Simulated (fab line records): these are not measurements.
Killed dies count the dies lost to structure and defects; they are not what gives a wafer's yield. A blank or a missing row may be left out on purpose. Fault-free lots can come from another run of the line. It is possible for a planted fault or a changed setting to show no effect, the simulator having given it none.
Problem report in the 8D (eight disciplines) form, filled by code -- flow n5 finfet -- the parts of the form that need people (team, actions taken, sign-off) are left out

== 1. PROBLEM STATEMENT ==
A mean of 199.5 W is read at N5_BEOL_M13_PEB_26 for heater power total W, taken on 1 wafer of 1 lot, against 172.3 W (standard deviation 0.78) on wafers free of any fault. Relative to the usual mean, that is a shift of +35 standard deviations.
The step: peb time 90 s.
The first sign was on wafer L204.1 at day 11 19:22, on litho track-02. The record has a number at this step for 30 wafers belonging to 10 lots. The rule behind "out" and "out of limits": a value lying over 4 standard deviations away from the usual mean. The rest of the wafers with a number are treated as sound.

== 2. WHAT IT IS, AND WHAT IT ISN'T ==
question,is,is not
which readings at this step,heater power total W,-
which lots,L204,"L201, L212, L213, L215, L217, L218, L219, L221, L223"
which wafers of those lots,L204.1,"L204.5, L204.6"
read on which tools,litho track-02,"litho track-01, litho track-04"
when,from day 11 19:22,"up to then (5 sound wafers); but 24 sound wafers of L212, L213, L215, L217, L218, L219, L221, L223 came after"

== 3. SUSPECTS, AND WHAT RULES EACH OUT ==
Counting: if a tool at a process step up to the reading ran every lot that is out, it stays a suspect. Sound lots after the first of them don't rule it out here, since some wafers of a struck lot are sound.
- litho track-02 at N5_BEOL_M13_PEB_26 (peb time 90 s): kept. It ran the lot that is out, L204 (day 11 19:22). On those wafers its own readings are out: heater power total W.
Remaining after the count: litho track-02 at N5_BEOL_M13_PEB_26.

== 4. THE CAUSE (what the simulator had put in) ==
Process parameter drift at N5_BEOL_M13_PEB_26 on litho track-02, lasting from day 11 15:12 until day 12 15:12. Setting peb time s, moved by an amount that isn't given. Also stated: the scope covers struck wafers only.
Only this tool survived the counting.

== 5. SEQUENCE OF EFFECTS, ordered by route ==
Rows list readings where the struck wafers' mean (over those with a number) sits beyond 3 standard deviations from the usual. Only readings whose record carries a usual standard deviation are examined. hours: median over the lots of the time between each lot's start at the first step of this table that gives one and its start at this step. sigmas: the change, counted in usual standard deviations.
hours,step,reading,usual,on struck wafers,change,sigmas
0,N5_BEOL_M13_PEB_26,heater power total W,172.3 W,199.5,+27.2,+35
0,N5_BEOL_M13_CD_MEAS_28,cd nm,210.4 nm,205.3,-5.1,-3.9
The process steps in it:
- N5_BEOL_M13_PEB_26: peb time 90 s.
Later steps that measure or inspect, where all struck wafers having a row at the step show a number for every such reading and not one has moved that far: N5_BEOL_M13_OVL_MEAS_29.

== 6. WHAT WOULD HAVE CAUGHT IT SOONER ==
In this record the first reading out of limits was taken at day 11 19:22, 4 hours after the fault began at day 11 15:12.
